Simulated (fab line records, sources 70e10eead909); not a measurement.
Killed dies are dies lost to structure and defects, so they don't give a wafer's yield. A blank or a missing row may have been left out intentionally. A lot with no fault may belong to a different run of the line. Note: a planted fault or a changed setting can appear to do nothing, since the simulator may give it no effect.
Which tool is to blame? | flow nandHarc | 12 lots, 36 wafers sampled, at 6 steps of a route of 1159

== WHAT THE GAUGES READ, wafer by wafer ==
NHARC_A_M1_THK_MEAS_24: measures by xrf. Usual: thkNm reads 154.2 nm (standard deviation 1.7).
lot  | measured     | on           | thkNm (nm)        | flag
L838 | day 18 08:40 | filmMetro-01 | 154.0 154.8 152.5 | 
L839 | day 18 13:03 | filmMetro-02 | 155.3 154.0 155.7 | 
L844 | day 18 23:54 | filmMetro-01 | 157.2 154.0 152.3 | 
L840 | day 19 00:53 | filmMetro-02 | 155.6 155.8 151.4 | 
L841 | day 19 10:25 | filmMetro-02 | 154.2 154.4 157.4 | 
L845 | day 20 04:52 | filmMetro-01 | 153.7 153.7 154.7 | 
L847 | day 20 09:40 | filmMetro-01 | 152.9 155.5 153.2 | 
L849 | day 20 10:17 | filmMetro-02 | 155.4 153.7 156.4 | 
L848 | day 20 14:58 | filmMetro-02 | 152.4 152.4 153.3 | 
L846 | day 20 15:28 | filmMetro-02 | 155.9 154.1 152.5 | 
L851 | day 21 00:35 | filmMetro-02 | 153.6 155.3 156.2 | 
L858 | day 23 09:51 | filmMetro-02 | 153.9 152.2 152.1 | 

NHARC_A_BONDPAD_THK_MEAS_30: measures by ellipsometry. Usual: thkNm reads 200.1 nm (standard deviation 1.7).
lot  | measured     | on           | thkNm (nm)        | flag
L838 | day 18 10:11 | filmMetro-01 | 200.1 203.3 200.2 | 
L839 | day 18 14:34 | filmMetro-02 | 200.9 197.6 201.2 | 
L844 | day 19 01:44 | filmMetro-01 | 201.8 201.4 200.9 | 
L840 | day 19 02:52 | filmMetro-02 | 198.9 199.8 202.4 | 
L841 | day 19 12:17 | filmMetro-02 | 201.5 203.5 203.1 | 
L845 | day 20 06:24 | filmMetro-01 | 200.9 200.1 199.9 | 
L847 | day 20 11:10 | filmMetro-01 | 198.9 199.7 198.2 | 
L849 | day 20 11:47 | filmMetro-02 | 202.1 201.4 199.1 | 
L848 | day 20 16:29 | filmMetro-01 | 201.4 200.8 200.9 | 
L846 | day 20 16:59 | filmMetro-01 | 200.1 201.0 201.8 | 
L851 | day 21 02:09 | filmMetro-01 | 199.9 199.8 197.2 | 
L858 | day 23 11:22 | filmMetro-01 | 198.0 198.1 186.6 | OFF

NHARC_END_SORT_01. Usual: defectLimitedYield 95.2 %, standard deviation 1.6; killedAtArray 29, standard deviation 10; killedAtOther 0.7, standard deviation 1.1; killedAtPeriphery 3.2, standard deviation 2.2; killedDies 33, standard deviation 11; killedOpen 3.5, standard deviation 1.8; killedShort 2.0, standard deviation 1.4; sort_bin_2_pct 1.5 %, standard deviation 0.61; sort_bin_3_pct 0.29 %, standard deviation 0.22; sort_bin_4_pct 3.1 %, standard deviation 1.1; sortNPass 644, standard deviation 11; sortRimYieldPct 95 %, standard deviation 3.3; sortYieldPct 95.2 %, standard deviation 1.6.
lot  | measured     | on        | defectLimitedYield (%) | killedAtArray | killedAtOther | killedAtPeriphery | killedDies | killedOpen | killedShort | sort_bin_2_pct (%) | sort_bin_3_pct (%) | sort_bin_4_pct (%) | sortNPass   | sortRimYieldPct (%) | sortYieldPct (%) | flag
L839 | day 20 18:37 | prober-01 | 95.6 96.3 95.9         | 24 23 25      | 0 0 1         | 6 2 2             | 30 25 28   | 6 3 0      | 4 1 3       | 0.9 1.9 1.5        | 0.15 0.15 0.30     | 3.4 1.6 2.4        | 647 652 649 | 95 94 99            | 95.6 96.3 95.9   | 
L844 | day 21 02:30 | prober-02 | 97.5 95.9 96.5         | 15 26 23      | 0 0 1         | 2 2 0             | 17 28 24   | 4 2 2      | 0 1 0       | 0.7 1.3 0.9        | 0.15 0.44 0.30     | 1.6 2.4 2.4        | 660 649 653 | 98 98 98            | 97.5 95.9 96.5   | 
L845 | day 21 19:02 | prober-02 | 94.7 93.6 94.4         | 29 33 29      | 1 2 2         | 6 8 7             | 36 43 38   | 6 6 2      | 0 3 0       | 2.4 1.5 1.5        | 0.74 0 0.30        | 2.2 4.9 3.8        | 641 634 639 | 96 92 93            | 94.7 93.6 94.4   | 
L847 | day 22 01:56 | prober-01 | 96.0 95.9 95.4         | 26 26 29      | 1 2 1         | 0 0 1             | 27 28 31   | 3 2 2      | 1 2 3       | 1.2 1.3 0.9        | 0 0 0              | 2.8 2.8 3.7        | 650 649 646 | 96 96 93            | 96.0 95.9 95.4   | 
L849 | day 22 02:04 | prober-02 | 93.2 92.0 94.2         | 42 54 37      | 0 0 0         | 4 0 2             | 46 54 39   | 3 0 2      | 5 3 2       | 1.8 1.9 1.6        | 0 0.44 0.15        | 5.0 5.6 4.0        | 631 623 638 | 85 97 90            | 93.2 92.0 94.2   | 
L848 | day 22 09:56 | prober-02 | 93.2 92.3 93.1         | 38 43 39      | 0 1 1         | 8 8 7             | 46 52 47   | 3 5 4      | 1 3 2       | 1.6 2.4 1.6        | 0.30 0.30 0.44     | 4.9 5.0 4.9        | 631 625 630 | 96 91 92            | 93.2 92.3 93.1   | 
L846 | day 22 09:40 | prober-01 | 97.2 97.6 95.9         | 13 8 22       | 0 0 1         | 6 8 5             | 19 16 28   | 2 2 4      | 2 0 3       | 0.3 1.3 0.7        | 0.44 0 0.74        | 2.1 1.0 2.7        | 658 661 649 | 96 97 98            | 97.2 97.6 95.9   | 
L851 | day 22 18:23 | prober-01 | 96.9 96.3 97.3         | 18 22 13      | 0 1 3         | 3 2 2             | 21 25 18   | 2 8 2      | 4 0 0       | 0.4 1.3 0.9        | 0.30 0 0.30        | 2.4 2.4 1.5        | 656 652 659 | 97 94 98            | 96.9 96.3 97.3   | 

== WHICH TOOL RAN EACH LOT (tool, then ch and the chambers of the sampled wafers, then the start) ==
lot  | NHARC_A_M1_PVD_21                      | NHARC_A_M1_CMP_23             | NHARC_A_BONDPAD_DEP_00
L838 | pvdSputter-01, day 18 08:22 or earlier | cmp-04 ch 2,3, day 18 08:22   | pecvd-01 ch 0,2, day 18 09:32
L839 | pvdSputter-02, day 18 12:46 or earlier | cmp-03 ch 0,3, day 18 12:46   | pecvd-04 ch 1,2, day 18 13:55
L844 | pvdSputter-03, day 18 23:35 or earlier | cmp-02 ch 0,1, day 18 23:35   | pecvd-04 ch 1,2, day 19 01:04
L840 | pvdSputter-02, day 19 00:40 or earlier | cmp-03 ch 0,2,3, day 19 00:40 | pecvd-04 ch 1,2, day 19 02:15
L841 | pvdSputter-03, day 19 10:07 or earlier | cmp-04 ch 0,1,3, day 19 10:07 | pecvd-04 ch 0,1,2, day 19 11:37
L845 | pvdSputter-02, day 20 04:35 or earlier | cmp-02 ch 1,2,3, day 20 04:35 | pecvd-04 ch 0,2, day 20 05:44
L847 | pvdSputter-01, day 20 09:22 or earlier | cmp-03 ch 0,1,2, day 20 09:22 | pecvd-04 ch 0,1,2, day 20 10:31
L849 | pvdSputter-01, day 20 10:01 or earlier | cmp-04 ch 0,1,2, day 20 10:01 | pecvd-04 ch 0,2, day 20 11:13
L848 | pvdSputter-03, day 20 14:39 or earlier | cmp-04 ch 1,2, day 20 14:39   | pecvd-04 ch 0,1, day 20 15:52
L846 | pvdSputter-02, day 20 15:08 or earlier | cmp-02 ch 0,3, day 20 15:08   | pecvd-01 ch 0,1, day 20 16:19
L851 | pvdSputter-03, day 21 00:17 or earlier | cmp-04 ch 0,1,3, day 21 00:17 | pecvd-01 ch 0,2, day 21 01:29
L858 | pvdSputter-01, day 23 09:32 or earlier | cmp-03 ch 0,1,3, day 23 09:32 | pecvd-04 ch 1,2, day 23 10:42
- NHARC_A_M1_PVD_21: deposits Cu, target thk 30 nm, time 20.49 s.
- NHARC_A_M1_CMP_23: polishes, t overpolish 20 s, target thk 154.34 nm.
- NHARC_A_BONDPAD_DEP_00: deposits SiCN, target thk 250 nm.

== AS READ BY THE TOOLS THEMSELVES (means over the sampled wafers that have a number; for cases with no such wafer, the mark the record gives instead) ==
NHARC_A_M1_PVD_21. Usual: throttleValvePct reads 30.0 % (standard deviation 0.74).
lot  | tool          | throttleValvePct (%) | flag
L838 | pvdSputter-01 | 30.9                 | 
L839 | pvdSputter-02 | 29.4                 | 
L844 | pvdSputter-03 | 30.9                 | 
L840 | pvdSputter-02 | 29.5                 | 
L841 | pvdSputter-03 | 30.3                 | 
L845 | pvdSputter-02 | 29.4                 | 
L847 | pvdSputter-01 | 30.3                 | 
L849 | pvdSputter-01 | 29.8                 | 
L848 | pvdSputter-03 | 30.3                 | 
L846 | pvdSputter-02 | 29.6                 | 
L851 | pvdSputter-03 | 30.4                 | 
L858 | pvdSputter-01 | 30.0                 | 

NHARC_A_M1_CMP_23. Usual: motorCurrentA 12.1 A, standard deviation 1.1; timeToEndpointS 29 s, standard deviation 3.1.
lot  | tool   | motorCurrentA (A) | timeToEndpointS (s) | flag
L838 | cmp-04 | 11.6              | 31                  | 
L839 | cmp-03 | 11.3              | 27                  | 
L844 | cmp-02 | 12.2              | 27                  | 
L840 | cmp-03 | 12.0              | 28                  | 
L841 | cmp-04 | 12.1              | 31                  | 
L845 | cmp-02 | 12.1              | 27                  | 
L847 | cmp-03 | 12.4              | 29                  | 
L849 | cmp-04 | 12.6              | 29                  | 
L848 | cmp-04 | 11.6              | 29                  | 
L846 | cmp-02 | 12.3              | 28                  | 
L851 | cmp-04 | 12.4              | 29                  | 
L858 | cmp-03 | 12.0              | 30                  | 

NHARC_A_BONDPAD_DEP_00. Usual: heaterPowerW reads 551 W (standard deviation 72).
lot  | tool     | heaterPowerW (W) | flag
L838 | pecvd-01 | 600              | 
L839 | pecvd-04 | 527              | 
L844 | pecvd-04 | 499              | 
L840 | pecvd-04 | 512              | 
L841 | pecvd-04 | 561              | 
L845 | pecvd-04 | 575              | 
L847 | pecvd-04 | 530              | 
L849 | pecvd-04 | 587              | 
L848 | pecvd-04 | 536              | 
L846 | pecvd-01 | 531              | 
L851 | pecvd-01 | 583              | 
L858 | pecvd-04 | 471              | 

== THE ANSWER, worked out from the rows above alone ==
Rule: lot off if the mean of its wafers having a number is beyond 3 standard deviations from the usual mean. Also off: a lot with no number at a reading for which 4 or more lots have one. The other lots that the step has rows for count as sound. The gauges are gone through in route order, then the tools' own readings, and for those a lot's mean is taken as printed above. The first step at which some lot is off is used, and at that step the reading that is off furthest; a lot without a number counts as furthest.
Off: L858, at NHARC_A_BONDPAD_THK_MEAS_30 (thkNm).
A tool fits if, at a process step before that reading, it ran every lot that is off, and no sound lot after the first of them. Those tools and the gauges at NHARC_A_BONDPAD_THK_MEAS_30 are tried in the same way. Because NHARC_A_M1_PVD_21 lacks a start for some lots, the hours and order of its lots are taken from NHARC_A_M1_CMP_23. Can't be told from this: 4 tools fit, pvdSputter-01 at NHARC_A_M1_PVD_21, cmp-03 at NHARC_A_M1_CMP_23, pecvd-04 at NHARC_A_BONDPAD_DEP_00, filmMetro-01 at NHARC_A_BONDPAD_THK_MEAS_30.

== WHAT WAS PUT IN BY THE SIMULATOR ==
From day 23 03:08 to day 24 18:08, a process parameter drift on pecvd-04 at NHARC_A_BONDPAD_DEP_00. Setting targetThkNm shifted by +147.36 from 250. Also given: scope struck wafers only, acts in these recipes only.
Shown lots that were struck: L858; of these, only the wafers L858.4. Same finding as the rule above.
